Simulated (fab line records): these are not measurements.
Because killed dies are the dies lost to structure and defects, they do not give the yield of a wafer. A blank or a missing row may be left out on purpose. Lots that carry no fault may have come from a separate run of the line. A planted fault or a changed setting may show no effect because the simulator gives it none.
fab line records -- flow n5_finfet -- part 2 of 2: steps 22 to 28 of 28
record: lots: 5, wafers: 15, last_day: 15
route steps=1938 shown BEOL_M4@1043
lots that met no fault: from a run of the same line without faults
start_h: start of the lot's first displayed wafer, in hours after the record's first day -- wait_h: time in hours since the lot's previous step -- " identical to the entry in the row above -- L1.1+2: one row covering several wafers at once -- - either no value or no given start -- * or withheld: withheld -- < > ~ a bound
route shown NAME@n: names a module that has steps shown in the file, with the first one's number in the route -- usual: mean and standard deviation over wafers with no fault -- same: alike in all rows -- chamber/n: place in a boat -- sites: per-site readings -- _std_site: the values' standard deviation -- _edge_site: inner sites' mean taken away from outer sites' mean -- radius_mm: how far each site lies from the wafer's centre -- mask NAME#n: copy n -- behind: the last tool/chamber to shape the wafer -- hold: reason for holding the lot/hours on hold/outcome of the hold -- device: whichever transistor did not switch (one of n, p or np) -- end of line: the tests these same wafers got at the end of their route -- for a step that has no rows: nothing shown but its recipe -- killed: at the first sort, the dies lost to defects and structure; wafer yield is something else -- map: a wafer's dies, x killed, . not, _ none there
set.NAME: the setting that was run; set.NAME@STEP: the one run at that earlier step -- model.NAME: the simulator's own value behind a step, which no gauge read
certain route steps with their lots: each step a table, each wafer a row
services: when a tool's chamber went out of use (start_h, in hours from the record's first day, below 0 if earlier), for how many hours, and the reason
== steps ==
step: N5_BEOL_M4_ETCH_70
recipe: chemistry: N2/H2, target: SOC, target_depth_a: 800, overetch_a: 240, mask_material: SiARC, temp_c: 40, time_s: 130, ion_energy_ev: 200, pressure_mtorr: 30, source_w: 840, bias_w: 150, n2_flow_sccm: 200, h2_flow_sccm: 200
usual: drypump_motor_current_A: 5.45/0.29, oes_product_au: 0.59/0.067, rf_vpp_V: 522.7/2.3, showerhead_plenum_p_Torr: 2.50/0.082, throttle_valve_pct: 17.79/0.26
lot.wafer,tool,chamber,start_h,wait_h,drypump_motor_current_A,oes_product_au,rf_hours_counter_h,rf_vpp_V,showerhead_plenum_p_Torr,throttle_valve_pct
L076.2,rie_diel-03,2,172.03,0.0,5.57,0.55,183,517.9,2.30,17.82
L076.3,rie_diel-03,1,172.03,0.0,5.66,0.57,125,520.6,2.43,17.83
L076.6,rie_diel-03,1,172.03,0.0,5.69,0.57,-,521.5,2.43,17.84
L084.1,rie_diel-01,1,225.37,0.0,5.11,0.60,89,523.7,2.57,17.85
L084.5,rie_diel-01,2,225.37,0.0,5.91,0.59,-,524.2,2.57,18.05
L084.6,rie_diel-01,3,225.37,0.0,5.42,0.53,-,522.7,2.54,17.59
L083.1,rie_diel-02,0,235.37,0.0,5.42,0.51,218,521.1,2.41,17.92
L083.3,rie_diel-02,1,235.37,0.0,4.92,0.69,14,524.2,2.48,17.40
L083.4,rie_diel-02,3,235.37,0.0,5.40,0.55,176,519.2,2.42,18.24
L088.1,rie_diel-01,0,248.49,0.0,5.48,0.67,23,521.9,2.49,17.51
L088.2,rie_diel-01,3,248.49,0.0,5.41,0.53,198,523.4,2.54,17.61
L088.5,rie_diel-01,2,248.49,0.0,5.91,0.59,-,524.3,2.56,18.06
L091.1,rie_diel-01,0,257.39,0.0,5.43,0.66,27,522.6,2.49,17.52
L091.3,rie_diel-01,3,257.39,0.0,5.41,0.53,202,522.2,2.54,17.63
L091.5,rie_diel-01,3,257.39,0.0,5.41,0.52,-,523.9,2.54,17.60
step: N5_BEOL_M4_STRIP_71
recipe: chemistry: N2/H2, temp_c: 40, n2_flow_sccm: 200, h2_flow_sccm: 200, rf_frequency_hz: 6e+07
lot.wafer,tool,chamber,start_h,wait_h
L076.2+3+6,rie_diel-03,"2,1,1",172.12,0.0
L084.1+5+6,rie_diel-01,"1,2,3",225.45,0.0
L083.1+3+4,rie_diel-02,"0,1,3",235.46,0.0
L088.1+2+5,rie_diel-01,"0,3,2",248.57,0.0
L091.1+3+5,rie_diel-01,"0,3,3",257.48,0.0
step: N5_BEOL_M4_STRIP_78
recipe: chemistry: N2/H2, temp_c: 40, n2_flow_sccm: 200, h2_flow_sccm: 200, rf_frequency_hz: 6e+07
lot.wafer,tool,chamber,start_h,wait_h
L076.2+3+6,rie_diel-03,"2,1,1",172.13,0.0
L084.1+5+6,rie_diel-01,"1,2,3",225.46,0.0
L083.1+3+4,rie_diel-02,"0,1,3",235.47,0.0
L088.1+2+5,rie_diel-01,"0,3,2",248.58,0.0
L091.1+3+5,rie_diel-01,"0,3,3",257.49,0.0
step: N5_BEOL_M4_VIA_ETCH_34
recipe: chemistry: C4F6/O2, target_depth_a: 694, mask_material: SOC, pressure_mtorr: 15, ion_energy_ev: 250, taper_deg: 4, time_s: 65.9, source_w: 350, bias_w: 170, Ar_flow_sccm: 300, C4F6_flow_sccm: 10, O2_flow_sccm: 10
usual: C4F6_flow_sccm: 10.002/0.026, drypump_motor_current_A: 5.45/0.29, oes_product_au: 0.81/0.096, rf_vpp_V: 664/10, showerhead_plenum_p_Torr: 2.80/0.086, throttle_valve_pct: 30.82/0.25
lot.wafer,tool,chamber,start_h,wait_h,C4F6_flow_sccm,drypump_motor_current_A,oes_product_au,rf_hours_counter_h,rf_vpp_V,showerhead_plenum_p_Torr,throttle_valve_pct
L076.2,rie_diel-03,2,172.14,0.0,10.013,5.58,0.74,183,669,2.61,30.94
L076.3,rie_diel-03,1,172.14,0.0,10.033,5.69,0.77,125,684,2.71,30.67
L076.6,rie_diel-03,1,172.14,0.0,10.022,5.69,0.78,-,685,2.71,30.69
L084.1,rie_diel-01,1,225.47,0.0,10.031,5.10,0.84,89,674,2.89,31.04
L084.5,rie_diel-01,2,225.47,0.0,9.999,5.95,0.82,-,652,2.85,30.72
L084.6,rie_diel-01,3,225.47,0.0,10.021,5.42,0.73,-,668,2.84,30.51
L083.1,rie_diel-02,0,235.48,0.0,10.047,5.50,0.69,218,662,2.71,30.83
L083.3,rie_diel-02,1,235.48,0.0,10.008,4.94,0.95,14,675,2.80,30.55
L083.4,rie_diel-02,3,235.48,0.0,10.014,5.36,0.73,176,655,2.74,31.35
L088.1,rie_diel-01,0,248.59,0.0,10.000,5.50,0.93,23,657,2.79,30.73
L088.2,rie_diel-01,3,248.59,0.0,10.017,5.45,0.72,198,669,2.84,30.50
L088.5,rie_diel-01,2,248.59,0.0,10.012,5.93,0.82,-,652,2.84,30.74
L091.1,rie_diel-01,0,257.50,0.0,9.966,5.47,0.92,27,658,2.78,30.72
L091.3,rie_diel-01,3,257.50,0.0,9.981,5.41,0.72,202,667,2.84,30.50
L091.5,rie_diel-01,3,257.50,0.0,9.960,5.40,0.72,-,668,2.84,30.52
step: N5_BEOL_M4_STRIP_83
recipe: chemistry: C4F6/O2, resist: SiARC, rf_frequency_hz: 6e+07
lot.wafer,tool,chamber,start_h,wait_h
L076.2+3+6,rie_diel-03,"2,1,1",172.19,0.0
L084.1+5+6,rie_diel-01,"1,2,3",225.52,0.0
L083.1+3+4,rie_diel-02,"0,1,3",235.53,0.0
L088.1+2+5,rie_diel-01,"0,3,2",248.64,0.0
L091.1+3+5,rie_diel-01,"0,3,3",257.55,0.0
step: N5_BEOL_M4_STRIP_36
recipe: chemistry: N2/H2, power_w: 450, temp_c: 40, pressure_mtorr: 20, rf_frequency_hz: 6e+07, overash_fraction: 0.3, bias_power_w: 7, h2_frac: 0.5, n2_flow_sccm: 200, h2_flow_sccm: 200
usual: drypump_motor_current_A: 5.45/0.29, oes_product_au: 0.81/0.094, rf_vpp_V: 59.0/1.5, showerhead_plenum_p_Torr: 2.49/0.082, throttle_valve_pct: 23.7/0.3
lot.wafer,tool,chamber,start_h,wait_h,drypump_motor_current_A,oes_product_au,rf_hours_counter_h,rf_vpp_V,showerhead_plenum_p_Torr,throttle_valve_pct
L076.2,rie_diel-03,2,172.20,0.0,5.59,0.74,183,60.3,2.30,23.5
L076.3,rie_diel-03,1,172.20,0.0,5.73,0.76,125,59.1,2.42,23.7
L076.6,rie_diel-03,1,172.20,0.0,5.71,0.76,-,59.2,2.42,23.7
L084.1,rie_diel-01,1,225.53,0.0,5.11,0.82,89,58.6,2.56,24.0
L084.5,rie_diel-01,2,225.53,0.0,5.92,0.83,-,59.2,2.56,23.8
L084.6,rie_diel-01,3,225.53,0.0,5.44,0.72,-,58.4,2.54,23.4
L083.1,rie_diel-02,0,235.54,0.0,5.45,0.68,218,59.0,2.41,23.7
L083.3,rie_diel-02,1,235.54,0.0,4.91,0.94,14,57.7,2.48,23.2
L083.4,rie_diel-02,3,235.54,0.0,5.39,0.74,176,56.1,2.42,24.2
L088.1,rie_diel-01,0,248.65,0.0,5.44,0.93,23,59.2,2.48,23.4
L088.2,rie_diel-01,3,248.65,0.0,5.42,0.73,198,59.9,2.53,23.4
L088.5,rie_diel-01,2,248.65,0.0,5.99,0.81,-,58.8,2.56,23.8
L091.1,rie_diel-01,0,257.56,0.0,5.42,0.91,27,57.8,2.48,23.4
L091.3,rie_diel-01,3,257.56,0.0,5.40,0.71,202,58.5,2.53,23.5
L091.5,rie_diel-01,3,257.56,0.0,5.41,0.71,-,58.4,2.53,23.4
step: N5_BEOL_M4_TRENCH_ETCH_37
recipe: chemistry: C4F6/O2, target_depth_a: 555.55, target: SiOC, time_s: 29.2, ion_energy_ev: 250, pressure_mtorr: 30, source_w: 355, bias_w: 185, Ar_flow_sccm: 300, C4F6_flow_sccm: 10, O2_flow_sccm: 10
usual: C4F6_flow_sccm: 9.999/0.029, drypump_motor_current_A: 5.45/0.29, oes_product_au: 0.81/0.096, rf_vpp_V: 664/10, showerhead_plenum_p_Torr: 2.81/0.086, throttle_valve_pct: 20.88/0.23
lot.wafer,tool,chamber,start_h,wait_h,C4F6_flow_sccm,drypump_motor_current_A,oes_product_au,rf_hours_counter_h,rf_vpp_V,showerhead_plenum_p_Torr,throttle_valve_pct
L076.2,rie_diel-03,2,-,-,10.048,5.57,0.74,183,672,2.61,21.08
L076.3,rie_diel-03,1,-,-,10.035,5.70,0.77,125,683,2.72,20.82
L076.6,rie_diel-03,1,-,-,10.038,5.70,0.78,-,685,2.72,20.84
L084.1,rie_diel-01,1,-,-,10.042,5.12,0.84,89,675,2.90,20.95
L084.5,rie_diel-01,2,-,-,9.954,5.94,0.82,-,652,2.85,20.98
L084.6,rie_diel-01,3,-,-,9.951,5.42,0.73,-,667,2.85,20.61
L083.1,rie_diel-02,0,-,-,9.944,5.47,0.69,218,661,2.71,20.92
L083.3,rie_diel-02,1,-,-,10.023,4.89,0.97,14,677,2.81,20.63
L083.4,rie_diel-02,3,-,-,9.966,5.40,0.73,177,655,2.74,21.34
L088.1,rie_diel-01,0,-,-,10.035,5.42,0.93,23,657,2.79,20.64
L088.2,rie_diel-01,3,-,-,10.057,5.42,0.72,198,668,2.84,20.61
L088.5,rie_diel-01,2,-,-,9.967,5.93,0.82,-,653,2.85,21.00
L091.1,rie_diel-01,0,-,-,10.016,5.44,0.92,27,657,2.79,20.67
L091.3,rie_diel-01,3,-,-,10.000,5.39,0.72,202,666,2.84,20.60
L091.5,rie_diel-01,3,-,-,9.999,5.39,0.71,-,666,2.84,20.62
== services ==
tool,chamber,start_h,hours,kind
rie_diel-02,2,150.55,-,clean
rie_diel-02,-,151.44,0.6,repair
ald_sin-01,0,162.93,57.3,repair
euv_scanner-01,-,164.26,1.0,pm
rie_diel-01,0,165.02,-,clean
rie_diel-01,0,165.02,-,consumable_replace:focus_ring
rie_diel-01,0,165.02,16.3,scheduled_down
rie_diel-01,0,165.02,16.3,vent_cycle
euv_scanner-02,-,169.52,4.6,pm
rie_metal-02,0,175.69,26.6,repair
ald_sin-01,-,178.60,14.0,pm
euv_scanner-01,-,178.82,0.8,repair
rie_diel-03,3,201.09,8.5,repair
rie_diel-01,1,205.35,2.7,repair
euv_scanner-02,-,217.17,2.5,repair
euv_scanner-01,-,220.41,1.0,pm
rie_metal-01,-,222.61,0.1,repair
euv_scanner-02,-,230.15,1.0,pm
euv_scanner-01,-,231.86,6.2,pm
rie_diel-01,3,237.65,3.0,repair
euv_scanner-01,-,243.01,4.6,pm
ald_sin-04,2,250.11,9.5,repair
euv_scanner-01,-,252.69,0.4,repair
rie_diel-01,2,253.64,4.9,repair
